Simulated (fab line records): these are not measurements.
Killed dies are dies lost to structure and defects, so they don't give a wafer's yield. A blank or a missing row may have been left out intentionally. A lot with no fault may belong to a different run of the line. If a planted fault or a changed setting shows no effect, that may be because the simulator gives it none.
Split-lot experiment | flow n5_finfet | 21 wafers read across 7 lots, on a route 1938 steps long

== ABOUT THE SPLIT ==
At N5_MOL_CONTACT_COAG_CVD_140 (deposits W, target thk 66.5 nm, time 215 s), the setting target_thk_a was moved away from the recipe's 665 angstrom on 13 of the 21 wafers read, by -13.5% to +6.0%. This setting was run at the recipe's value on the other wafers.

== FROM THE SPLIT TO THE READING: what the file shows between them, 2 steps ==
- N5_MOL_CONTACT_COAG_PRECLEAN_127: cleans in DIW, time 57.5 s
- N5_MOL_CONTACT_COAG_SRD_128: dry time 32 s

== THE READING ==
W_of_MOL_CONTACT_COAG_CVD_140.thk_nm (the simulator's own value, which no gauge read), in nm, at N5_MOL_CONTACT_COAG_CMP_52 (polishes, stops on SiO2, t overpolish 1.5 s, target thk 66.5 nm). The file does not state a usual value for it. Average 67.1 nm, standard deviation 1 nm, over the 8 wafers here run with the recipe.

wafer  | tool, chamber at the split | target_thk_a as run, angstrom | against the recipe | W_of_MOL_CONTACT_COAG_CVD_140.thk_nm, nm | against lot-mates on the recipe
L075.4 | cvd_w-02, 1                | 603                           | -9.3%              | 63                                       | -5.2
L075.3 | cvd_w-02, 0                | 665                           | recipe             | 67.2                                     | -
L075.5 | cvd_w-02, 1                | 665                           | recipe             | 69.2                                     | -
L077.2 | cvd_w-02, 1                | 600.7                         | -9.7%              | 62.8                                     | no lot-mate on the recipe
L077.5 | cvd_w-02, 1                | 600.7                         | -9.7%              | 62.8                                     | no lot-mate on the recipe
L077.3 | cvd_w-02, 1                | 600.7                         | -9.7%              | 62.4                                     | no lot-mate on the recipe
L081.2 | cvd_w-01, 1                | 705.1                         | +6.0%              | 67                                       | +0.4
L081.1 | cvd_w-01, 0                | 665                           | recipe             | 66.6                                     | -
L081.3 | cvd_w-01, 1                | 705.1                         | +6.0%              | 64.6                                     | -2.0
L082.1 | cvd_w-01, 0                | 591.9                         | -11.0%             | 59.8                                     | no lot-mate on the recipe
L082.4 | cvd_w-01, 0                | 591.9                         | -11.0%             | 59.8                                     | no lot-mate on the recipe
L082.5 | cvd_w-01, 1                | 591.9                         | -11.0%             | 59.6                                     | no lot-mate on the recipe
L084.4 | cvd_w-02, 0                | 665                           | recipe             | 66.6                                     | -
L084.6 | cvd_w-02, 1                | 592.7                         | -10.9%             | 60.8                                     | -5.8
L084.5 | cvd_w-02, 0                | 592.7                         | -10.9%             | 59.8                                     | -6.8
L090.1 | cvd_w-02, 1                | 665                           | recipe             | 67.4                                     | -
L090.3 | cvd_w-02, 1                | 665                           | recipe             | 67.4                                     | -
L090.4 | cvd_w-02, 1                | 665                           | recipe             | 67                                       | -
L093.4 | cvd_w-01, 1                | 575.4                         | -13.5%             | 56.6                                     | -8.8
L093.2 | cvd_w-01, 0                | 665                           | recipe             | 65.4                                     | -
L093.5 | cvd_w-01, 0                | 575.4                         | -13.5%             | 56.2                                     | -9.2

FIT RESULTS
A straight line over all 21 wafers: W_of_MOL_CONTACT_COAG_CVD_140.thk_nm changes by +0.512 nm for each +1% of target_thk_a; r = +0.87; the points scatter about the line by 1.9 nm.
The same after taking each lot's own level away (the mean of its wafers on the recipe; 15 wafers): +0.491 nm for each +1%; r = +0.91; scatter 1.6 nm.
That fit puts the effect of the largest move of target_thk_a on the reading at 6.6 nm.
The lots' own levels span 65.40 to 68.20 nm, that is 2.8 times the standard deviation above.
Consequently the slope shifts little with the lot-to-lot level, the two slopes agreeing.
Check: with one of the wafers moved furthest among these (-13.5%) left out of the fit, the line predicts -7.23 nm for it against its lot-mates. It came out at -8.8 nm against them.

== ADDITIONAL SPLITS CARRIED BY THESE WAFERS ==
Note: prior to the reading, these wafers also went through further splits. Each is held against what the fit with the lots' levels taken away leaves over:
other split on the same wafers        | wafers away from the commonest value | r with W_of_MOL_CONTACT_COAG_CVD_140.thk_nm (lot level and that fit taken away)
N5_MOL_CONTACT_COAG_EXPOSE_05 dose_mj | 8                                    | -0.07

== THE WHOLE CHAIN: every reading that the file lists as answering this split, in the file's order ==
step                        | what it does                                                    | reading                                                                               | change (the file's fit)               | r (the file's)
N5_MOL_CONTACT_COAG_CVD_140 | deposits W, target thk 66.5 nm, time 215 s                      | W_of_MOL_CONTACT_COAG_CVD_140.thk_nm (the simulator's own value, which no gauge read) | +0.627 nm for each +1% of the setting | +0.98
N5_MOL_CONTACT_COAG_CMP_52  | polishes, stops on SiO2, t overpolish 1.5 s, target thk 66.5 nm | W_of_MOL_CONTACT_COAG_CVD_140.thk_nm (the simulator's own value, which no gauge read) | +0.552 nm for each +1% of the setting | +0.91

== FILE'S OWN FIT ==
W_of_MOL_CONTACT_COAG_CVD_140.thk_nm changes by +0.552 nm for each +1% of target_thk_a, r = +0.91.
